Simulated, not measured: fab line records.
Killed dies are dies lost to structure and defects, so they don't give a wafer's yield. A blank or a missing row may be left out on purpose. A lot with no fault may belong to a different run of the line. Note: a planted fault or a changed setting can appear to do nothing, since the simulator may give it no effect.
Split-lot study ; flow n5Finfet ; 39 wafers read from 7 lots, route of 1938 steps

THE SPLIT
At N5_MOL_CONTACT_COAG_DESCUM_45 (chemistry O2, time 7 s), the setting timeS was moved away from the recipe's 7 s on 15 of the 39 wafers read, by -36.0% to +47.1%. For the rest of the wafers, this setting stayed at what the recipe calls for.

BETWEEN THE SPLIT AND THE READING: the file shows 1 step in between
- N5_MOL_CONTACT_COAG_ETCH_65: etches underlayer in N2/H2, target depth 13 nm, time 10.4 s

THE READING
CAR-EUV_of_MOL_CONTACT_COAG_COAT_34.thkNm (the simulator's own value, which no gauge read), in nm, at N5_MOL_CONTACT_COAG_ETCH_66 (etches SiARC in CF4, target depth 13 nm, time 21.7 s). No usual value for it is given in the file. The 24 wafers here that ran the recipe average 17.0 nm, standard deviation 0.2 nm.

wafer;tool, chamber at the split;timeS as run, s;against the recipe;CAR-EUV_of_MOL_CONTACT_COAG_COAT_34.thkNm, nm;against lot-mates on the recipe
L076.1;rieDiel-04, 1;10.3;+47.1%;15.4;-1.6
L076.2;rieDiel-04, 3;10.3;+47.1%;15.6;-1.4
L076.3;rieDiel-04, 0,2,3;7;recipe;17;-
L076.4;rieDiel-04, 0,2,3;7;recipe;17;-
L076.5;rieDiel-04, 0,2,3;7;recipe;17;-
L076.6;rieDiel-04, 0;10.3;+47.1%;15.2;-1.8
L078.1;rieDiel-04, 1,2;7;recipe;17.2;-
L078.2;rieDiel-04, 3;7;recipe;17.4;-
L078.3;rieDiel-04, 1,2;7;recipe;17;-
L083.1;rieDiel-01, 3,2,2;7;recipe;17.2;-
L083.2;rieDiel-01, 3,2,2;7;recipe;17.2;-
L083.5;rieDiel-01, 3,2,2;7;recipe;17.2;-
L083.3;rieDiel-01, 1,0,3;4.483;-36.0%;18.6;+1.4
L083.6;rieDiel-01, 1,0,3;4.483;-36.0%;18.6;+1.4
L083.4;rieDiel-01, 1,0,3;4.483;-36.0%;18.2;+1.0
L084.1;rieDiel-04, 2,3,0;7;recipe;16.8;-
L084.3;rieDiel-04, 0,3,2;7;recipe;16.8;-
L084.4;rieDiel-04, 2,3,0;7;recipe;16.8;-
L084.2;rieDiel-04, 2,3,0;7;recipe;17;-
L084.5;rieDiel-04, 0,3,2;7;recipe;17;-
L084.6;rieDiel-04, 0,3,2;7;recipe;17;-
L085.1;rieDiel-01, 0,1;7;recipe;16.8;-
L085.2;rieDiel-01, 2,3;9.73;+39.0%;15.6;-1.4
L085.3;rieDiel-01, 2,3;9.73;+39.0%;15.8;-1.2
L085.6;rieDiel-01, 1;9.73;+39.0%;15.8;-1.2
L085.4;rieDiel-01, 0,1;7;recipe;17.2;-
L085.5;rieDiel-01, 2;7;recipe;17;-
L093.1;rieDiel-03, 0;7;recipe;16.8;-
L093.4;rieDiel-03, 2,1;7;recipe;16.8;-
L093.2;rieDiel-03, 3;4.968;-29.0%;18;+1.1
L093.3;rieDiel-03, 2,1;7;recipe;17;-
L093.5;rieDiel-03, 3,0;4.968;-29.0%;17.8;+0.9
L093.6;rieDiel-03, 3,0;4.968;-29.0%;17.8;+0.9
L094.1;rieDiel-03, 3,0;7;recipe;16.6;-
L094.3;rieDiel-03, 3,0;7;recipe;16.6;-
L094.2;rieDiel-03, 2;7;recipe;16.8;-
L094.4;rieDiel-03, 1,2,1;10.27;+46.7%;15;-1.7
L094.5;rieDiel-03, 1,2,1;10.27;+46.7%;15;-1.7
L094.6;rieDiel-03, 1,2,1;10.27;+46.7%;14.8;-1.9
If several chambers appear in one row, that row covers several wafers at once and the file leaves open which wafer was in which chamber.

THE FIT
A straight line over all 39 wafers: CAR-EUV_of_MOL_CONTACT_COAG_COAT_34.thkNm changes by -0.0369 nm for each +1% of timeS; r = -0.97; the points scatter about the line by 0.23 nm.
The same after taking each lot's own level away (the mean of its wafers on the recipe; 39 wafers): -0.0348 nm for each +1%; r = -0.99; scatter 0.13 nm.
On that fit, the largest move of timeS shifts the reading by 1.6 nm.
The lots' own levels span 16.67 to 17.20 nm, that is 2.7 times the standard deviation above.
So the lot-to-lot level changes the slope little: the two slopes agree.
Check: for one of the wafers moved furthest among these (+47.1%), held out of the fit, the line's prediction against its lot-mates is -1.64 nm. It came out at -1.6 nm against them.

THE OTHER SPLITS THESE WAFERS WENT THROUGH
Before the reading, these wafers also passed through other splits. Each is held against what the fit with the lots' levels taken away leaves over:
other split on the same wafers;wafers away from the commonest value;r with CAR-EUV_of_MOL_CONTACT_COAG_COAT_34.thkNm (lot level and that fit taken away)
N5_ZERO_LAYER_DEVELOP_10 developTimeS;12;-0.03
N5_PMOS_HMC_CHANNEL_EPI_DEVELOP_08 developTimeS;15;+0.12
N5_SD_EPI_P_ETCH_16 targetDepthA;12;+0.28
N5_SDB_ETCH_25 timeS;15;-0.08

THE WHOLE CHAIN: every reading that the file lists as answering this split, in the file's order
step;what it does;reading;change (the file's fit);r (the file's)
N5_MOL_CONTACT_COAG_DESCUM_45;chemistry O2, time 7 s;CAR-EUV_of_MOL_CONTACT_COAG_COAT_34.thkNm (the simulator's own value, which no gauge read);-0.0342 nm for each +1% of the setting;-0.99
N5_MOL_CONTACT_COAG_ETCH_66;etches SiARC in CF4, target depth 13 nm, time 21.7 s;CAR-EUV_of_MOL_CONTACT_COAG_COAT_34.thkNm (the simulator's own value, which no gauge read);-0.0348 nm for each +1% of the setting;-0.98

FILE'S OWN FIT
CAR-EUV_of_MOL_CONTACT_COAG_COAT_34.thkNm changes by -0.0348 nm for each +1% of timeS, r = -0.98.
